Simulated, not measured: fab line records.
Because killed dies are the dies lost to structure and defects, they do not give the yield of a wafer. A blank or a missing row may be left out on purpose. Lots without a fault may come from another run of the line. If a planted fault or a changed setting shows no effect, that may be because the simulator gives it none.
A lot that was struck, set against a sound lot / flow nandHarc / 24 steps out of a route of 1159
Sound: these wafers, L885.1, L885.5, L885.6. Struck: wafers L902.2, L902.5, L902.6. Last of all comes the cause.
Each step with rows lists, per side, the tool, then ch with its chambers, then its first start. Under that, the readings that differ: sound wafers / struck wafers / difference of the means / sigmas: that difference in standard deviations of wafers without a fault.
alike: readings with means less than 2 such deviations apart, plus words and numbers identical on both sides. not compared: withheld readings, readings lacking a value on some wafer, bounds such as >300 that could conceal the same value, and numbers that have no deviation in the record and whose values overlap.
The two part at a step that has a row with sigmas, a row that says differs or no value, or rows on one side only. Non-overlapping numbers with no deviation appear without sigmas and do not part them. A reading missing from all wafers of one side parts the sides only when that side holds two or more wafers.

NHARC_A_M0_INSPECT_27:
  sound on defectInspect-02, day 17 21:30; struck on defectInspect-02, day 22 14:35
  alike: rawDefectCount
NHARC_A_M0_PRE_CLEAN_31: time 12 s.
  sound on pecvd-01 ch 0,1,2, day 17 21:34; struck on pecvd-01 ch 0,2, day 22 16:19
  alike: heaterPowerW
NHARC_A_M0_DEP_32: deposits SiCN, target thk 30 nm.
  sound on pecvd-01 ch 0,1,2, day 17 21:39; struck on pecvd-01 ch 0,2, day 22 16:23
  alike: heaterPowerW
then, 8 steps without rows for these wafers: NHARC_A_M1_DEP_00 (deposits SiOC, target thk 182.5 nm); NHARC_A_M1_DEHYDRATE_01 (time 120 s); NHARC_A_M1_HMDS_02 (time 30 s); NHARC_A_M1_COAT_34 (time 65 s); NHARC_A_M1_COAT_03 (resist thk 90 nm); NHARC_A_M1_SOFTBAKE_04 (time 55 s); NHARC_A_M1_EBR_05; NHARC_A_M1_EXPOSE_06 (exposes mask A M1, target cd 120 nm).
NHARC_A_M1_PEB_07: peb time 65 s.
  sound on lithoTrack-06 ch 0, day 17 22:49; struck on lithoTrack-01 ch 0, day 22 17:27
then, 1 step without rows for these wafers: NHARC_A_M1_DEVELOP_08 (develop time 35 s).
NHARC_A_M1_CD_MEAS_09: the cd target is 120 nm.
  sound on cdSem-01 ch 0, day 17 22:53; struck on cdSem-01 ch 0, day 22 17:32
reading=cdNm (nm); sound=119.4 120.4 119.1; struck=123.5 121.5 121.9; difference=+2.7; sigmas=+4
NHARC_A_M1_OVL_MEAS_10: pitch 240 nm.
  sound on overlay-01, day 17 22:58; struck on overlay-02, day 22 17:37
  alike: overlayXNm, overlayYNm
NHARC_A_M1_INSPECT_11:
  sound on defectInspect-02, day 17 23:01; struck on defectInspect-02, day 22 17:39
  alike: rawDefectCount
NHARC_A_M1_DESCUM_14: chemistry O2, time 3 s.
  sound on rieDiel-04 ch 0,3, day 17 23:05; struck on rieDiel-04 ch 1,2,3, day 22 17:44
  alike: drypumpMotorCurrentA, oesProductAu, rfVppV, showerheadPlenumPTorr, throttleValvePct
  not compared: rfHoursCounterH, model.A_M1.cdNm
NHARC_A_M1_ETCH_35: etches the open film in N2/H2, target depth 40 nm, overetch 12 nm, time 43.94 s.
  sound on rieDiel-04 ch 0,1,2, day 17 23:10; struck on rieDiel-04 ch 1,2,3, day 22 17:50
  alike: drypumpMotorCurrentA, oesProductAu, rfVppV, showerheadPlenumPTorr, throttleValvePct
  not compared: rfHoursCounterH
NHARC_A_M1_ETCH_15: etches the open film in C4F8/Ar, target depth 182.5 nm, time 91.2 s.
  sound: rieDiel-04 ch 0,3; struck: rieDiel-04 ch 1,2
reading=rfVppV (V); sound=445.1 445.6 438.9; struck=438.6 437.2 436.9; difference=-5.6; sigmas=-2
  alike: oesProductAu
  not compared: rfHoursCounterH
NHARC_A_M1_CD_MEAS_16:
  sound on cdSem-02, day 17 23:23; struck on cdSem-03, day 22 18:04
  alike: cdNm
NHARC_A_M1_STRIP_18: strips in N2/H2.
  sound on rieDiel-06 ch 1,2,3, day 17 23:31; struck on rieDiel-10 ch 0,3, day 22 18:08
  alike: drypumpMotorCurrentA, oesProductAu, rfVppV, showerheadPlenumPTorr, throttleValvePct
  not compared: rfHoursCounterH
NHARC_A_M1_ETCH_28: etches the open film in CF4/N2, target depth 30 nm, time 72.99 s.
  sound: rieDiel-06 ch 1,3; struck: rieDiel-10 ch 0,1,2
  alike: drypumpMotorCurrentA, oesProductAu, rfVppV, showerheadPlenumPTorr, throttleValvePct
  not compared: rfHoursCounterH, model.A_M1.cdNm
then, 1 step without rows for these wafers: NHARC_A_M1_STRIP_19 (strips in post etch residue remover, time 600 s).
NHARC_END_SORT_01:
  only the struck wafers appear in the record here, on prober-01 ch 0 at day 24 07:31; the sound ones have no rows

## WHERE THEY PART
Earliest at NHARC_A_M1_CD_MEAS_09; latest, in this record, at NHARC_END_SORT_01.

WHY: what had been put in by the simulator
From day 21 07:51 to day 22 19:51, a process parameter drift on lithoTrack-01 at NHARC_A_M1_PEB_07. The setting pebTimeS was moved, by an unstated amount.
